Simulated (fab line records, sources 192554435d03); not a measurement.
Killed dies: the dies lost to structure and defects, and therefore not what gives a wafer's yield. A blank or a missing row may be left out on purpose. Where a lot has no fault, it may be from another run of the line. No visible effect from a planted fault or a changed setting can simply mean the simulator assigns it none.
fab line records	flow n5_finfet
record: lots: 5	wafers: 15	last_day: 18
route steps=1938 shown BEOL_M13@1698 BEOL_M14@1716 PASSIVATION@1936
lots that met no fault: from a run of the same line without faults
start_h: hours from the record's opening day to when the first of the lot's shown wafers began	wait_h: hours from the lot's prior step to this one	" same as the row above	L1.1+2: several wafers, shown together as one row	- value missing, or start not given	* or withheld: withheld	< > ~ a bound
route shown NAME@n: a module of which the file shows steps, and the number in the route of the first	usual: mean and standard deviation over wafers with no fault	same: alike in all rows	chamber/n: place in a boat	sites: readings site by site	_std_site: standard deviation of those values	_edge_site: the outer-site mean with the inner-site mean subtracted	radius_mm: how far each site lies from the wafer's centre	mask NAME#n: copy n	behind: the most recent tool/chamber to have shaped the wafer	hold: why the lot went on hold/how many hours it stayed there/how the hold came to an end	device: the n, p or np transistor that did not switch	end of line: at the end of the route, the tests of the same wafers	where a step has no rows: the recipe by itself	killed: the dies lost at the first sort to structure and to defects; this is not the yield of the wafer	map: a wafer's dies, x killed, . not, _ none there
set.NAME: setting as actually run; set.NAME@STEP: the setting as run at that earlier step	model.NAME: the simulator's own value behind a step, which no gauge read
a table for each step, a row for each wafer; lots at some steps of the route
services: when a tool's chamber went out of use (start_h, in hours from the record's first day, below 0 if earlier), for how many hours, and the reason
== steps ==
step: N5_BEOL_M13_OCD_MEAS_35
usual: trench_depth_nm: 412/7.4
lot.wafer	tool	chamber	start_h	wait_h	trench_depth_nm
L204.1	ocd-02	-	266.46	0.0	425
L204.3	"	-	"	"	416
L204.5	"	-	"	"	423
L206.1	ocd-01	-	267.13	0.0	423
L206.2	"	-	"	"	410
L206.6	"	-	"	"	416
L215.1	ocd-01	-	367.12	0.0	398
L215.2	"	-	"	"	402
L215.5	"	-	"	"	404
L220.1	ocd-01	-	390.14	0.0	395
L220.2	"	-	"	"	422
L220.3	"	-	"	"	402
L224.3	ocd-02	-	398.95	0.0	413
L224.4	"	-	"	"	418
L224.5	"	-	"	"	417
step: N5_BEOL_M13_STRIP_37
recipe: chemistry: N2/H2	power_w: 1000	temp_c: 250	h2_frac: 0.65	overash_fraction: 0.3	pressure_mtorr: withheld	n2_flow_sccm: 1750	h2_flow_sccm: 3250
step: N5_BEOL_M13_ETCH_38
recipe: chemistry: CF4/N2	target: SiCN	target_depth_a: 675	taper_deg: 2	time_s: 71.9	ion_energy_ev: 150	mask_material: SiO2	pressure_mtorr: 40	source_w: 430	bias_w: 70	Ar_flow_sccm: 100	cf4_flow_sccm: 60	n2_flow_sccm: 60
usual: drypump_motor_current_A: 5.6/0.5	oes_product_au: 0.81/0.11	rf_fwd_power_W: 428.1/1.3	rf_vpp_V: 382.5/2.1	showerhead_plenum_p_Torr: 2.22/0.075	throttle_valve_pct: 15.28/0.28
lot.wafer	tool	chamber	start_h	wait_h	drypump_motor_current_A	oes_product_au	rf_fwd_power_W	rf_hours_counter_h	rf_vpp_V	showerhead_plenum_p_Torr	throttle_valve_pct
L204.1	rie_diel-02	3	267.39	-	6.0	0.70	426.6	220	379.3	2.10	15.60
L204.3	"	0	"	"	5.0	0.99	427.5	3	382.6	2.26	14.79
L204.5	"	3	"	"	6.0	0.70	428.3	-	379.8	2.10	15.60
L206.1	rie_diel-03	0	267.83	-	5.1	0.71	427.3	222	384.9	2.26	15.50
L206.2	"	2	"	"	5.6	0.95	429.0	4	383.7	2.25	14.97
L206.6	"	1	"	"	6.4	0.91	428.4	-	381.5	2.16	14.91
L215.1	rie_diel-05	2	368.10	-	5.6	0.91	427.8	33	385.6	2.34	15.18
L215.2	"	0	"	"	5.6	0.87	427.1	44	380.3	2.15	15.32
L215.5	"	3	"	"	4.9	0.92	427.6	-	383.6	2.25	15.07
L220.1	rie_diel-02	1	390.28	-	6.4	0.70	429.3	194	379.6	2.11	15.71
L220.2	"	2	"	"	5.6	0.66	426.7	257	382.9	2.24	15.39
L220.3	"	0	"	"	5.0	0.92	429.2	27	384.0	2.25	14.84
L224.3	rie_diel-05	0	399.39	-	5.6	0.85	430.3	55	381.3	2.14	15.33
L224.4	"	3	"	"	4.9	0.90	427.3	23	383.6	2.24	15.08
L224.5	"	1	"	"	5.4	0.80	428.8	-	383.8	2.31	15.32
step: N5_BEOL_M13_PRECLEAN_39
recipe: chemistry: residue_remover	time_s: 60	temp_c: 40
step: N5_BEOL_M13_SRD_40
recipe: time_s: 30	temp_c: 23	rinse_liquid: diw	dry: n2_spin	spin_rpm: 1500	dry_time_s: 30
step: N5_BEOL_M13_DEGAS_41
recipe: ambient: vacuum	temp_c: 250	time_s: 60
step: N5_BEOL_M13_PRE_CLEAN_42
recipe: gas: H2/He	time_s: 30	temp_c: 250
usual: heater_power_w: 337/34
lot.wafer	tool	chamber	start_h	wait_h	heater_power_w
L204.1	pvd_sputter-03	-	267.87	0.0	321
L204.3	"	-	"	"	402
L204.5	"	-	"	"	403
L206.1	pvd_sputter-03	-	268.19	0.0	318
L206.2	"	-	"	"	298
L206.6	"	-	"	"	394
L215.1	pvd_sputter-02	-	368.54	0.0	358
L215.2	"	-	"	"	388
L215.5	"	-	"	"	366
L220.1	pvd_sputter-02	-	390.52	0.0	315
L220.2	"	-	"	"	375
L220.3	"	-	"	"	360
L224.3	pvd_sputter-02	-	399.83	0.0	355
L224.4	"	-	"	"	317
L224.5	"	-	"	"	315
step: N5_BEOL_M13_SPUTTER_43
recipe: material: TaN	target_thk_a: 150	temp_c: 50	bias_v: 168.6	power_w: 15000	chamber_pressure_pa: 0.12	time_s: 24.19
step: N5_BEOL_M13_SPUTTER_44
recipe: material: Ta	target_thk_a: 100	temp_c: 50	bias_v: 80	power_w: 15000	chamber_pressure_pa: 0.07	time_s: 16.13
usual: throttle_valve_pct: 29.7/0.71
lot.wafer	tool	chamber	start_h	wait_h	throttle_valve_pct
L204.1	pvd_sputter-03	-	267.99	0.0	29.5
L204.3	"	-	"	"	29.9
L204.5	"	-	"	"	29.9
L206.1	pvd_sputter-03	-	268.31	0.0	29.1
L206.2	"	-	"	"	30.9
L206.6	"	-	"	"	29.5
L215.1	pvd_sputter-02	-	368.66	0.0	29.2
L215.2	"	-	"	"	29.9
L215.5	"	-	"	"	28.8
L220.1	pvd_sputter-02	-	390.64	0.0	29.8
L220.2	"	-	"	"	30.0
L220.3	"	-	"	"	28.9
L224.3	pvd_sputter-02	-	399.95	0.0	29.1
L224.4	"	-	"	"	30.2
L224.5	"	-	"	"	30.0
step: N5_BEOL_M13_SPUTTER_45
recipe: material: Cu	target_thk_a: 800	temp_c: -20	bias_v: 60	power_w: 26000	chamber_pressure_pa: 0.13	time_s: 13.33
step: N5_BEOL_M13_ECD_47
recipe: material: Cu	target_thk_a: 9360
step: N5_BEOL_M13_ANNEAL_48
recipe: temp_c: 225	time_s: 90	ambient: N2
step: N5_BEOL_M13_CMP_49
recipe: stop_on: SiOC	t_overpolish_s: 17.1	down_force_psi: 1	platen_rpm: 50	clearing_platen_down_force_psi: 1.5	clearing_platen_rpm: 50	post_cmp_clean: cu_alkaline	target_thk_nm: 420	clearing_platen_pad_velocity_m_s: 0.99484	pad_velocity_m_s: 0.99484
usual: barrier_field_endpoint_s: 30.2/0.74	motor_current_A: 6.0/0.48	overpolish_run_s: 17.100/0.0094	platen_rpm: 50.00/0.034	slurry_filter_dp_kPa: 13.50/0.14
lot.wafer	tool	chamber	start_h	wait_h	barrier_field_endpoint_s	motor_current_A	overpolish_run_s	platen_rpm	slurry_filter_dp_kPa
L204.3	cmp-04	3	268.67	0.2	30.3	5.9	17.118	50.00	13.47
L204.1	"	0	"	"	30.3	5.4	17.103	50.00	13.36
L204.5	"	0	"	"	30.6	5.1	17.094	49.97	13.34
L206.1	cmp-03	1	268.97	0.3	31.0	5.6	17.103	49.98	13.36
L206.2	"	0	"	"	31.9	6.5	17.112	49.94	13.47
L206.6	"	2	"	"	29.5	6.4	17.098	50.05	13.32
L215.1	cmp-02	2	369.90	0.3	30.3	6.0	17.112	50.01	13.66
L215.2	"	0	"	"	29.3	6.6	17.092	50.09	13.76
L215.5	"	2	"	"	30.1	6.2	17.089	50.00	13.47
L220.1	cmp-03	2	391.30	0.3	29.6	6.3	17.102	50.03	13.40
L220.3	"	3	"	"	30.4	6.1	17.082	49.98	13.45
L220.2	"	1	"	"	29.0	5.7	17.101	50.06	13.51
L224.3	cmp-03	1	401.04	0.2	30.1	5.6	17.092	50.09	13.52
L224.4	"	3	"	"	30.7	6.1	17.112	49.99	13.53
L224.5	"	2	"	"	30.2	5.9	17.089	50.03	13.61
step: N5_BEOL_M13_PRE_CLEAN_52
recipe: gas: NH3	time_s: 15	temp_c: withheld	rf_power_w: 300
step: N5_BEOL_M13_DEP_53
recipe: material: SiCN	target_thk_a: 500	temp_c: withheld	precursor: 3MS/NH3	pressure_torr: 3	rf_w: 675	time_s: 17.8
step: N5_BEOL_M14_ILD_DEP_00
recipe: material: SiO2	target_thk_a: 11193	temp_c: 400	precursor: TEOS/O2	pressure_torr: 6.5	rf_w: 900	teos_flow_sccm: 161.4	gas: O2	flow_sccm: 2650	time_s: 237.4
usual: chamber_pressure_Torr: 6.501/0.015	heater_power_w: 611/98	rf_fwd_power_W: 897.3/2.9	showerhead_plenum_p_Torr: 8.33/0.037	throttle_valve_pct: 19.0/1.1
lot.wafer	tool	chamber	start_h	wait_h	chamber_pressure_Torr	heater_power_w	rf_fwd_power_W	showerhead_plenum_p_Torr	since_wet_clean_h	throttle_valve_pct
L204.1	pecvd-01	2	269.15	0.0	6.479	566	896.8	8.36	400	17.6
L204.3	"	0	"	"	6.505	722	898.2	8.29	1154	19.3
L204.5	"	2	"	"	6.514	649	900.7	8.36	-	17.5
L206.1	pecvd-01	1	269.46	0.0	6.501	543	897.3	8.34	1880	19.1
L206.2	"	2	"	"	6.537	600	897.8	8.38	401	17.5
L206.6	"	0	"	"	6.496	571	900.3	8.31	-	19.6
L215.1	pecvd-04	0	370.35	0.0	6.485	477	897.2	8.33	893	19.3
L215.2	"	2	"	"	6.493	721	897.0	8.29	139	17.8
L215.5	"	0	"	"	6.518	546	897.2	8.34	-	19.1
L220.1	pecvd-01	0	391.78	0.0	6.495	711	899.7	8.29	1277	19.6
L220.2	"	2	"	"	6.499	618	898.0	8.36	523	18.0
L220.3	"	1	"	"	6.491	638	895.7	8.31	2002	19.0
L224.3	pecvd-01	2	401.52	0.0	6.460	635	899.4	8.39	533	17.7
L224.4	"	1	"	"	6.494	597	895.6	8.34	-	18.9
L224.5	"	2	"	"	6.491	675	900.2	8.37	-	17.8
step: N5_BEOL_M14_THK_MEAS_01
recipe: reads: SiO2_of_BEOL_M14_ILD_DEP_00
usual: M14_ILD_THK: 1116/16
lot.wafer	tool	chamber	start_h	wait_h	M14_ILD_THK[nm]
L204.1	film_metro-02	-	269.34	0.1	1109
L204.3	"	-	"	"	1103
L204.5	"	-	"	"	1123
L206.1	film_metro-01	-	269.65	0.1	1113
L206.2	"	-	"	"	1127
L206.6	"	-	"	"	1143
L215.1	film_metro-01	-	370.54	0.1	1115
L215.2	"	-	"	"	1110
L215.5	"	-	"	"	1131
L220.1	film_metro-01	-	391.97	0.1	1128
L220.2	"	-	"	"	1087
L220.3	"	-	"	"	1117
L224.3	film_metro-02	-	401.72	0.1	1084
L224.4	"	-	"	"	1118
L224.5	"	-	"	"	1101
step: N5_BEOL_M14_COAT_58
recipe: resist: BARC	temp_c: 205	time_s: 60	spin_rpm: 1500	resist_thk_nm: 89
step: N5_BEOL_M14_COAT_04
recipe: spin_rpm: 1704	resist_thk_nm: 800
step: N5_BEOL_M14_EBR_06
recipe: solvent: PGMEA	ebr_width_mm: 1.5
step: N5_BEOL_M14_SOFTBAKE_05
recipe: temp_c: 130	time_s: 60
step: N5_BEOL_M14_EXPOSE_07
recipe: mask_id: V13	na: 0.8	source_shape: annular	sigma_inner: 0.5	sigma_outer: 0.8	polarization: unpolarized	attpsm_phase_deg: 180	dose_mj: 57
step: N5_BEOL_M14_PEB_08
recipe: peb_temp_c: 130	peb_time_s: 90
step: N5_BEOL_M14_DEVELOP_09
recipe: develop_time_s: 45	rinse_liquid: diw	dry: air_spin	dev_temp_c: 21
step: N5_BEOL_M14_HARDBAKE_14
recipe: temp_c: 130	time_s: 120
step: N5_BEOL_M14_CD_MEAS_10
recipe: target_cd_nm: 250	landing_energy_ev: 500	detector: se_inlens	polarity: opening
usual: cd_nm: 251.2/1.4
lot.wafer	tool	chamber	start_h	wait_h	cd_nm
L204.1	cd_sem-01	0	269.65	-	250.0
L204.3	"	0	"	"	248.5
L204.5	"	0	"	"	251.1
L206.1	cd_sem-01	0	270.08	-	252.0
L206.2	"	0	"	"	253.6
L206.6	"	0	"	"	251.2
L215.1	cd_sem-01	0	370.85	-	249.6
L215.2	"	0	"	"	250.7
L215.5	"	0	"	"	251.6
L220.1	cd_sem-02	0	392.28	-	252.4
L220.2	"	0	"	"	253.4
L220.3	"	0	"	"	253.2
L224.3	cd_sem-02	0	402.02	-	251.3
L224.4	"	0	"	"	251.3
L224.5	"	0	"	"	251.0
step: N5_BEOL_M14_OVL_MEAS_11
recipe: points_per_wafer: 44
usual: V13_OVL: -1/5.7
lot.wafer	tool	chamber	start_h	wait_h	V13_OVL[nm]
L204.1	overlay-01	0	269.68	0.0	9
L204.3	"	0	"	"	5
L204.5	"	0	"	"	12
L206.1	overlay-01	0	270.11	0.0	7
L206.2	"	0	"	"	-1
L206.6	"	0	"	"	-8
L215.1	overlay-02	0	370.88	0.0	1
L215.2	"	0	"	"	-2
L215.5	"	0	"	"	7
L220.1	overlay-01	0	392.31	0.0	-13
L220.2	"	0	"	"	-5
L220.3	"	0	"	"	-8
L224.3	overlay-01	0	402.05	0.0	4
L224.4	"	0	"	"	-1
L224.5	"	0	"	"	-1
step: N5_BEOL_M14_DESCUM_15
recipe: chemistry: O2	time_s: 7.9	source_power_w: 50	bias_power_w: 20	pressure_mtorr: 20	rf_frequency_hz: 2.712e+07	temp_c: 40	o2_flow_sccm: 225
step: N5_BEOL_M14_ETCH_59
recipe: chemistry: N2/H2	target: BARC	target_depth_a: 890	overetch_a: 267	time_s: 67.9	ion_energy_ev: 200	pressure_mtorr: 30	source_w: 840	bias_w: 150	n2_flow_sccm: 200	h2_flow_sccm: 200
step: N5_BEOL_M14_VIA_ETCH_16
recipe: chemistry: C4F8/O2/Ar	target: SiO2	he_inner_torr: 15	he_outer_torr: 30	target_depth_a: 12313	time_s: withheld	ion_energy_ev: 800	pressure_mtorr: 20	source_w: 1905	bias_w: 2040	Ar_flow_sccm: 400	C4F8_flow_sccm: 16	O2_flow_sccm: 12	ends: cleared
step: N5_BEOL_M14_STRIP_63
recipe: chemistry: O2	power_w: 600	temp_c: 60	pressure_mtorr: 30	rf_frequency_hz: 6e+07	bias_power_w: 0	overash_fraction: 0.3	o2_flow_sccm: 225
step: N5_BEOL_M14_STRIP_64
recipe: chemistry: O2	power_w: 600	temp_c: 60	pressure_mtorr: 30	rf_frequency_hz: 6e+07	bias_power_w: 0	overash_fraction: 0.3	o2_flow_sccm: 225
usual: drypump_motor_current_A: 5.6/0.36	oes_product_au: 0.82/0.073	rf_vpp_V: 3.6/0.44	showerhead_plenum_p_Torr: 2.15/0.051	throttle_valve_pct: 16.46/0.21
lot.wafer	tool	chamber	start_h	wait_h	drypump_motor_current_A	oes_product_au	rf_hours_counter_h	rf_vpp_V	showerhead_plenum_p_Torr	throttle_valve_pct
L204.1	rie_diel-06	1	-	-	5.6	0.78	114	3.3	2.11	16.86
L204.3	"	3	"	"	4.9	0.68	238	3.2	1.97	16.67
L204.5	"	0	"	"	5.2	0.90	-	3.4	2.14	16.12
L206.1	rie_diel-06	0	-	-	5.2	0.91	36	4.1	2.14	16.11
L206.2	"	2	"	"	5.6	0.90	23	4.1	2.14	16.20
L206.6	"	1	"	"	5.5	0.77	-	3.8	2.11	16.84
L215.1	rie_diel-04	2	-	-	5.9	0.95	6	3.8	2.08	16.47
L215.2	"	3	"	"	5.5	0.81	76	4.0	2.14	16.44
L215.5	"	3	"	"	5.5	0.81	-	3.3	2.14	16.45
L220.1	rie_diel-04	3	-	-	5.5	0.80	85	4.2	2.14	16.44
L220.2	"	2	"	"	6.0	0.91	14	3.8	2.07	16.50
L220.3	"	1	"	"	6.3	0.95	5	3.1	2.16	16.82
L224.3	rie_diel-04	3	-	-	5.5	0.80	87	3.6	2.14	16.43
L224.4	"	0	"	"	6.1	0.83	102	3.6	2.13	16.36
L224.5	"	1	"	"	6.2	0.94	-	3.4	2.16	16.77
step: N5_BEOL_M14_STRIP_71
recipe: chemistry: post_etch_residue_remover	time_s: 60	temp_c: 25	remover_ph: withheld	remover_water_wt_pct: withheld	remover_fluoride_wt_pct: withheld
step: N5_BEOL_M14_SRD_72
recipe: time_s: 30	temp_c: 23	rinse_liquid: diw	dry: n2_spin	spin_rpm: 1500	dry_time_s: 30
step: N5_BEOL_M14_CD_MEAS_17
recipe: target_cd_nm: 250	polarity: opening
usual: cd_nm: 252.2/1.7
lot.wafer	tool	chamber	start_h	wait_h	cd_nm
L204.1	cd_sem-03	-	270.18	0.0	251.9
L204.3	"	-	"	"	248.7
L204.5	"	-	"	"	251.3
L206.1	cd_sem-01	-	270.60	0.0	253.0
L206.2	"	-	"	"	254.6
L206.6	"	-	"	"	253.4
L215.1	cd_sem-02	-	371.49	0.0	249.5
L215.2	"	-	"	"	252.2
L215.5	"	-	"	"	253.3
L220.1	cd_sem-01	-	392.80	0.0	255.4
L220.2	"	-	"	"	255.1
L220.3	"	-	"	"	255.2
L224.3	cd_sem-02	-	402.55	0.0	253.6
L224.4	"	-	"	"	252.1
L224.5	"	-	"	"	253.4
step: N5_BEOL_M14_COAT_65
recipe: resist: SOC	temp_c: 250	time_s: 60	spin_rpm: 1500	resist_thk_nm: 450
step: N5_BEOL_M14_COAT_66
recipe: resist: SiARC	temp_c: 220	time_s: 60	spin_rpm: 1500	resist_thk_nm: 110
step: N5_BEOL_M14_COAT_22
recipe: spin_rpm: 2888	resist_thk_nm: 300
step: N5_PASSIVATION_PROBE_49
usual: defect_limited_yield: 91.3/1.4	killed_at_M0_to_M3: 34/10	killed_at_M4_up: 14/5.5	killed_at_contacts: 12/6	killed_at_front_end: 40/10	killed_at_other: 3.0/2.4	killed_dies: 103/17	killed_on_rim: 13/4.3	killed_open: 68/13	killed_short: 34/7.8	sort_bin_5_function: 5.1/0.97	sort_bin_6_memory: 3.3/0.66	sort_n_pass: 1077/17	sort_yield_pct: 91.2/1.4
same: gross_dies: 1180	killed_at_back_side: 0	sort_bin_4_leakage[%]: 0	sort_bin_8_speed[%]: 0
lot.wafer	tool	chamber	start_h	wait_h	defect_limited_yield[%]	killed_at_M0_to_M3	killed_at_M4_up	killed_at_contacts	killed_at_front_end	killed_at_other	killed_dies	killed_on_rim	killed_open	killed_short	sort_bin_5_function[%]	sort_bin_6_memory[%]	sort_n_pass	sort_yield_pct[%]
L204.1	prober-01	-	294.12	0.0	92.5	26	8	24	25	5	88	10	58	30	4.2	2.9	1092	92.5
L204.3	prober-01	-	294.22	0.1	92.5	24	14	21	24	5	88	9	66	22	4.8	2.5	1092	92.5
L204.5	prober-01	-	294.32	0.2	89.8	36	14	26	42	2	120	16	75	45	6.1	3.6	1060	89.8
L206.1	prober-01	-	298.05	0.0	88.8	70	15	10	37	0	132	13	86	44	7.1	3.8	1048	88.8
L206.2	prober-01	-	298.10	0.1	90.7	36	13	5	56	0	110	11	66	42	5.6	3.7	1070	90.7
L206.6	prober-01	-	298.30	0.3	91.4	41	9	6	45	0	101	10	59	40	5.3	2.8	1079	91.4
L220.1	prober-01	-	423.29	0.0	91.3	29	17	22	34	1	103	10	75	27	5.2	3.3	1077	91.3
L220.2	prober-01	-	423.34	0.1	89.0	45	15	22	47	1	130	15	87	43	6.0	4.8	1050	89.0
L220.3	prober-01	-	423.39	0.1	90.2	40	21	13	40	2	116	24	76	39	5.9	3.4	1064	90.2
L224.3	prober-02	-	424.53	0.1	35.8	25	703	9	19	1	757	100	52	17	41.9	16.9	423	35.8
L224.4	prober-02	-	424.58	0.2	36.7	42	660	8	35	2	747	102	58	33	43.6	15.7	433	36.7
L224.5	prober-02	-	424.63	0.2	34.6	25	713	4	28	2	772	99	50	20	43.0	17.8	408	34.6
killed by level:class
L204.1 MOL_CONTACT_COAG:geometric_particle:open=21 BEOL_M2:geometric_particle:open=11 FIN_SAQP:geometric_particle:open=6 STI_FIN_REVEAL:geometric_particle:open=6 BEOL_M3:geometric_particle:short=4 FIN_SAQP:geometric_particle:short=3 MOL_CONTACT_COAG:geometric_particle:short=3 BEOL_M0_SAQP:geometric_particle:short=3
L204.3 MOL_CONTACT_COAG:geometric_particle:open=15 BEOL_M0_SAQP:geometric_particle:open=8 DUMMY_GATE:geometric_particle:open=6 MOL_CONTACT_COAG:geometric_particle:short=6 BEOL_M2:geometric_particle:open=4 BEOL_M4:geometric_particle:open=4 BEOL_M8:geometric_particle:open=4 FIN_SAQP:geometric_particle:open=3
L204.5 MOL_CONTACT_COAG:geometric_particle:open=20 FIN_SAQP:geometric_particle:short=13 FIN_SAQP:geometric_particle:open=10 BEOL_M0_SAQP:geometric_particle:open=8 BEOL_M0_SAQP:geometric_particle:short=7 MOL_CONTACT_COAG:geometric_particle:short=6 BEOL_M0:geometric_particle:open=6 BEOL_M4:geometric_particle:open=5
L206.1 BEOL_M0_SAQP:geometric_particle:short=18 BEOL_M1:geometric_particle:open=15 DUMMY_GATE:geometric_particle:open=11 BEOL_M3:geometric_particle:open=11 FIN_SAQP:geometric_particle:short=9 BEOL_M0_SAQP:geometric_particle:open=9 BEOL_M2:geometric_particle:open=9 MOL_CONTACT_COAG:geometric_particle:open=7
L206.2 FIN_SAQP:geometric_particle:short=12 DUMMY_GATE:geometric_particle:open=10 BEOL_M0_SAQP:geometric_particle:open=10 FIN_SAQP:geometric_particle:open=7 BEOL_M1:geometric_particle:open=6 BEOL_M0_SAQP:geometric_particle:short=6 MOL_CONTACT_COAG:geometric_particle:open=5 BEOL_M4:geometric_particle:open=5
L206.6 BEOL_M0_SAQP:geometric_particle:short=16 DUMMY_GATE:geometric_particle:open=10 FIN_SAQP:geometric_particle:open=9 BEOL_M0_SAQP:geometric_particle:open=8 FIN_SAQP:geometric_particle:short=6 BEOL_M4:geometric_particle:open=5 STI_FIN_REVEAL:geometric_particle:open=5 MOL_CONTACT_COAG:geometric_particle:open=5
L220.1 MOL_CONTACT_COAG:geometric_particle:open=20 BEOL_M2:geometric_particle:open=9 BEOL_M4:geometric_particle:open=9 BEOL_M0_SAQP:geometric_particle:open=6 GATE_CUT:geometric_particle:open=6 BEOL_M0_SAQP:geometric_particle:short=6 FIN_SAQP:geometric_particle:short=5 FIN_SAQP:geometric_particle:open=5
L220.2 MOL_CONTACT_COAG:geometric_particle:open=20 FIN_SAQP:geometric_particle:open=15 FIN_SAQP:geometric_particle:short=10 BEOL_M0_SAQP:geometric_particle:open=10 BEOL_M0_SAQP:geometric_particle:short=7 BEOL_M1:geometric_particle:open=6 BEOL_M3:geometric_particle:open=6 GATE_CUT:geometric_particle:short=5
L220.3 BEOL_M2:geometric_particle:open=12 BEOL_M4:geometric_particle:open=11 FIN_SAQP:geometric_particle:open=10 MOL_CONTACT_COAG:geometric_particle:open=10 FIN_SAQP:geometric_particle:short=9 BEOL_M0_SAQP:geometric_particle:short=9 BEOL_M0_SAQP:geometric_particle:open=8 STI_FIN_REVEAL:geometric_particle:open=5
L224.3 BEOL_M13:unspecified=688 BEOL_M4:geometric_particle:open=10 MOL_CONTACT_COAG:geometric_particle:open=9 BEOL_M1:geometric_particle:open=7 FIN_SAQP:geometric_particle:short=5 STI_FIN_REVEAL:geometric_particle:open=5 FIN_SAQP:geometric_particle:open=4 BEOL_M0_SAQP:geometric_particle:short=4
L224.4 BEOL_M13:unspecified=653 BEOL_M0_SAQP:geometric_particle:short=15 MOL_CONTACT_COAG:geometric_particle:open=8 BEOL_M2:geometric_particle:open=8 FIN_SAQP:geometric_particle:open=7 FIN_SAQP:geometric_particle:short=6 STI_FIN_REVEAL:geometric_particle:open=6 BEOL_M0:geometric_particle:open=6
L224.5 BEOL_M13:unspecified=702 FIN_SAQP:geometric_particle:open=10 BEOL_M3:geometric_particle:open=7 BEOL_M1:geometric_particle:open=6 STI_FIN_REVEAL:geometric_particle:open=5 FIN_SAQP:geometric_particle:short=4 MOL_CONTACT_COAG:geometric_particle:open=4 BEOL_M1:geometric_particle:short=4
map L224.5 (x killed, . not)
_________________.xx.x....xx.________________
______________xxx....xxx.xxxxx.x_____________
___________.xx..xxx.x.x.xxxxxxxx...__________
__________.x.xxxx..x.xxxx.x.xxxxx.xx_________
________xxx...x.x..xxxx.xxxx.xx.xxxxxx_______
_______xx.xxxx..x..xxxxxxxxx..xxxxx..x.______
______.x..xxxx.xx.xxxxxxxxxxxxxxxxxx...x_____
_____.xxxxx..xxxxxxx.xxxxxx.xxxxxx..xxx..____
____xx.xxx.xx..x.xx.xx...x.xx.xxxxxxxxx.xx___
___..xxxx...x.x.xxxx..xxx.x...xx..xx.x.x..x__
___x.xxx.xx.x.xxx.x.xxxxx....xx.xxxxxx.xxxx__
__xxxxx....x.xx.xxxxxxxx.xxxxxx....xxxx.xx.._
__x.x..x.xx....xxx...xx...x..xx..xxx.x.xxxxx_
_..x.xxxx..xxx..xxx.x.x.xxxxxxxxxx.x.x...xxx.
_xx..xxx..xx.x.xxx.xxx.xx....xxx.xx..xxxxxx.x
_xxxx.xxxxxxx.x.xxx.xxxxx..x.xx..xxx..x.x...x
_.x...x.xxxxxx.xxxxx.xxx.xx..xx.xxxx.xx.xxx..
_xxxx.xx......xxx.xxx.xxx.xxxx..x..x.xxx.xxx.
_x.x.x.x.xxx..xx.xxxx.x.x.x.x.xxxx..xx.x.xxx.
_..xxx...x.x.xx.xxxxx..xxxx.xxxxxxxxxxx..xxxx
_xxxxxx..x.xxxxx.x..x.xx.xx.xxxx.xxx..xx.x.x.
__x.xxxxxxxx..x.xxx.xxxxxxxxxxxxxxxxxxxxxxxx_
__.x.x.x.x..x.xxxxx....xxxxxx.x.xxxx.x.x.x.x_
___xx.xxxxx....x.x..xxx.xx..xx.xxxx...xxxx.__
___x.x..xxx.....x.xx...xx.x.xxx...xxxxxxx.x__
____xx.xxx..xx.xxxxx.x.xxxxx..xx.xxx....xx___
_____xxxxxxx..x.x..xxx.x.xxx........x....____
______.xxx..xxxxx..x.xxxxx.xx.xx.xx..x.x_____
_______xx.x.....xxxxxx...xxx.x.xx..x...______
________xxxx.xxxx..xxx.xxxx.xxxxx.x.xx_______
__________xxxxxxxxxxxxx.xx.xxx.xx.xx_________
___________x.x.xxxxxxx.xxx.xxxxxx.x__________
______________xxxx.xx...x..xx..x_____________
_________________xxxxx.xxxxxx________________
map L206.1 (x killed, . not)
_________________............________________
______________........x........._____________
___________...x....x...........x...__________
__________......x..................._________
________.......x......x...x..x........_______
_______...x....x................x......______
______..............x....x.............x_____
_____.....x.....x..x.......xx.x..........____
____....x.......xx............x.xx....x.x.___
___................x.......x............x..__
___....xxx......x.........x..x............x__
__............x..x................x...x....._
__...x........................x...........x._
_.x.......x....x........xx.x.x...x..x....x...
_...x...................x.x..........x.......
_....................x.......x.............x.
_...........................x.....x.......x..
_.x......x........................x.........x
_........x.xx.x..x.............x.x...........
_x.....xx..................x....x.x..........
_..........xx...x............................
__........x.............x...x.........x....._
__.x.......x......x.....x..x....x....x......_
___x..x........x.....x.......x.........x...__
___............x...............x..x...x.x..__
____....x........x........................___
_____..x...x..xx......x..................____
______..........x.xx...x.............x.._____
_______x.....x.x.x..x..................______
________x......x......xx.............._______
__________.x........................_________
___________..............x.........__________
______________........x........._____________
_________________............________________
== services ==
tool	chamber	start_h	hours	kind
cmp-03	-	257.10	0.3	repair
rie_diel-05	1	270.40	3.0	repair
rie_diel-02	0	274.42	7.1	repair
pecvd-04	-	288.42	33.3	repair
cmp-02	-	293.20	6.2	repair
cmp-02	-	315.41	6.9	repair
pecvd-04	-	328.99	0.3	repair
rie_diel-05	1	330.57	3.3	repair
rie_diel-03	2	333.39	19.1	repair
rie_diel-05	-	333.75	0.4	repair
rie_diel-04	1	338.83	3.5	repair
cmp-03	-	340.37	1.7	repair
pecvd-04	0	344.54	23.9	repair
rie_diel-02	0	350.54	31.6	repair
cmp-04	-	350.63	4.0	pm
pvd_sputter-02	-	351.20	11.7	repair
rie_diel-06	1	354.22	10.2	repair
cmp-04	-	364.37	3.9	pm
cmp-02	-	373.95	0.8	repair
pvd_sputter-03	-	378.22	3.7	repair
pecvd-04	-	382.97	0.7	repair
rie_diel-05	-	385.81	4.3	pm
rie_diel-03	-	388.37	4.3	pm
rie_diel-05	3	390.15	6.0	repair
== key ==
first_sign: step: N5_PASSIVATION_PROBE_49	reading: killed_at_M4_up	direction: up	sigmas: 99+	usual: 14	struck: 692
effect: step: N5_PASSIVATION_PROBE_49	reading: killed_dies	direction: up	sigmas: 39	usual: 103	struck: 759
more_kills_born_at: N5_BEOL_M13_CMP_49@cmp-03: 2043
met_at N5_BEOL_M13_CMP_49
struck_wafers L224.3,L224.4,L224.5
onset_between 391.30 401.04
also_fits time
earlier_fault: kind: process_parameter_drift	tool: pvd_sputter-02	chamber: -	onset_h: 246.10	steps: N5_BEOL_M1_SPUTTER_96	channel: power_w	offset: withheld	shape: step	end_h: 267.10	acts_in: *
fault: kind: chamber_particle_source	tool: cmp-03	chamber: -	onset_h: 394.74	steps: N5_BEOL_M13_CMP_49	rate_per_visit_cm2: 1.7018	end_h: 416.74
